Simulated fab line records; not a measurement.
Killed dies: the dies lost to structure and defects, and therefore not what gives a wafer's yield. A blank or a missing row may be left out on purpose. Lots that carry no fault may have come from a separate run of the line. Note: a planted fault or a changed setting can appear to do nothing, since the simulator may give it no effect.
A lot that was struck, set against a sound lot -- flow nand harc -- 15 steps out of a route of 1302
Sound: wafers L717.2, L717.3, L717.4. Wafers struck: L734.2, L734.4, L734.5. The cause is given at the end.
At each step with rows: each side's tool, then ch and its chambers, then its first start. Under that, the readings that differ: sound wafers -- struck wafers -- difference of the means -- sigmas: that difference in standard deviations of wafers without a fault.
alike: same words and numbers on both sides, and readings whose means sit less than 2 such deviations apart. not compared: any withheld reading, any reading some wafer has no value for, any bound like >300 that may hide the same value, and any number with overlapping values for which the record gives no deviation.
A row with sigmas, a row that says differs or no value, or rows on one side alone: a step with any of these is where the two part. Numbers that don't overlap but have no deviation are shown without sigmas and don't part them. Lack of a reading on every wafer of one side parts them only where that side has two or more wafers.

NHARC_P_M2_CD_MEAS_09: the cd target is 170 nm.
  sound on cd sem-03 ch 0, day 6 14:46; struck on cd sem-02 ch 0, day 13 11:00
  alike: cd nm
NHARC_P_M2_OVL_MEAS_10: pitch 340 nm.
  sound on overlay-02 at day 6 14:52; struck on overlay-01 at day 13 11:05
reading,sound,struck,difference,sigmas
overlay x nm (nm),-1.4 -1.8 -0.8,1.2 1.4 1.5,+2.7,+4
  alike: overlay y nm
NHARC_P_M2_INSPECT_11:
  sound on defect inspect-01 at day 6 14:54; struck on defect inspect-02 at day 13 11:08
  alike: raw defect count
NHARC_P_M2_DESCUM_14: chemistry O2, time 3 s.
  sound on rie diel-07 ch 0,1,2, day 6 14:58; struck on rie diel-08 ch 0,1,2, day 13 11:11
  alike: chamber pressure mTorr, drypump motor current A, oes product au, rf vpp V, showerhead plenum p Torr, throttle valve pct
  not compared: rf hours counter h
NHARC_P_M2_ETCH_35: etches the open film in N2/H2, target depth 40 nm, overetch 12 nm, time 43.94 s.
  sound on rie diel-07 ch 1,2,3, day 6 15:02; struck on rie diel-08 ch 2,3, day 13 11:16
  alike: chamber pressure mTorr, drypump motor current A, n2 flow sccm, oes product au, rf vpp V, showerhead plenum p Torr, throttle valve pct
  not compared: rf hours counter h
then, 1 step without rows for these wafers: NHARC_P_M2_ETCH_15 (etches the open film in C4F8/Ar, target depth 182.5 nm, time 91.2 s).
NHARC_P_M2_CD_MEAS_16:
  sound on cd sem-01 at day 6 15:16; struck on cd sem-01 at day 13 11:30
  alike: cd nm
NHARC_P_M2_STRIP_18: strips in N2/H2.
  sound on rie diel-05 ch 0,1,2, day 6 15:22; struck on rie diel-08 ch 0,1,2, day 13 11:37
  alike: chamber pressure mTorr, drypump motor current A, n2 flow sccm, oes product au, rf vpp V, showerhead plenum p Torr, throttle valve pct
  not compared: rf hours counter h
NHARC_P_M2_ETCH_28: etches the open film in CF4/N2, target depth 30 nm, time 72.99 s.
  sound on rie diel-05 ch 0,1,3; struck on rie diel-08 ch 0,1,2
  alike: chamber pressure mTorr, drypump motor current A, n2 flow sccm, oes product au, rf vpp V, showerhead plenum p Torr, throttle valve pct
  not compared: rf hours counter h
then, 3 steps without rows for these wafers: NHARC_P_M2_STRIP_19 (strips in post etch residue remover, time 600 s); NHARC_P_M2_DEGAS_29 (time 60 s); NHARC_P_M2_PRE_CLEAN_30 (time 30 s).
NHARC_P_M2_PVD_20: deposits TaN, target thk 5 nm, time 8.06 s.
  sound on pvd sputter-01 at day 6 16:05; struck on pvd sputter-01 at day 13 12:22
reading,sound,struck,difference,sigmas
cathode dc power W (W),14997 14998 15001,14601 14601 14596,-399,-99 or more
  alike: throttle valve pct
NHARC_P_M2_PVD_21: deposits Cu, target thk 30 nm, time 20.49 s.
  sound on pvd sputter-01; struck on pvd sputter-01
  alike: cathode dc power W, throttle valve pct
-- the record jumps here: 17 days lie between the struck wafers' starts before and after (it left off in module P_M2 and takes up again in module END, whose first step shown is number 1302 of the route) --
NHARC_END_SORT_01:
  sound on prober-02 ch 0, day 24 23:00; struck on prober-01 ch 0, day 30 20:11
  alike: defect limited yield, killed at array, killed at other, killed at periphery, killed dies, killed open, killed short, sort_bin_2_pct, sort_bin_3_pct, sort_bin_4_pct, sort n pass, sort rim yield pct, sort yield pct

## WHERE THEY PART
Earliest at NHARC_P_M2_OVL_MEAS_10; latest, in this record, at NHARC_P_M2_PVD_20. Later steps at which nothing parts them and some readings are alike: NHARC_P_M2_PVD_21, NHARC_END_SORT_01.

WHY: whatever the simulator had introduced
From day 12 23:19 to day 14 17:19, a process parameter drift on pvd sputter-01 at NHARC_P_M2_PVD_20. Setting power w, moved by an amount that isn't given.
